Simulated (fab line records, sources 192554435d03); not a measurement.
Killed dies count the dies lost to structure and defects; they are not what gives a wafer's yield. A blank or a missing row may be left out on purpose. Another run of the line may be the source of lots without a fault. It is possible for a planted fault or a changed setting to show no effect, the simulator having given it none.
Matching of chambers	flow n5_finfet	4 sister chambers for N5_BEOL_M1_STRIP_36 on rie_diel-03
The step strips in N2/H2. 4 wafers are shown with their chamber, then 7 later ones without.

== WAFERS WITH THEIR CHAMBER ==
wafer	chamber	showerhead_plenum_p_Torr (Torr)
L079.5	2	2.50
L080.3	3	2.58
L083.2	0	2.49
L083.4	1	2.61

== WAFERS WITH NO CHAMBER GIVEN ==
wafer	showerhead_plenum_p_Torr (Torr)
L083.6	2.61
L086.3	2.61
L086.5	2.57
L086.6	2.49
L095.4	2.57
L095.5	2.49
L095.6	2.60

== WHICH CHAMBER EACH ONE RAN IN ==
wafer	from the rows above	in truth
L083.6	1	1
L086.3	1	1
L086.5	3	3
L086.6	can't be placed: 0 or 2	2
L095.4	3	3
L095.5	can't be placed: 0 or 2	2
L095.6	can't be placed: 1 or 3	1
Placed correctly: 4 of 7. Unplaceable from these rows: 3, with the true chamber sitting among the candidates in 3. Wrongly placed: 0.
How it was worked out, from the rows above alone: a wafer's distance from a chamber is the root of the sum, over the readings, of the square of ((its reading less the chamber's mean) divided by the reading's scatter). If the next closest chamber is less than 2 further off than the closest, the wafer can't be placed; otherwise it belongs to the closest. The mean given for a chamber averages the wafers shown for that chamber. The scatter: root of mean squared gap, hidden wafer to nearest shown wafer, with one shown wafer a chamber.
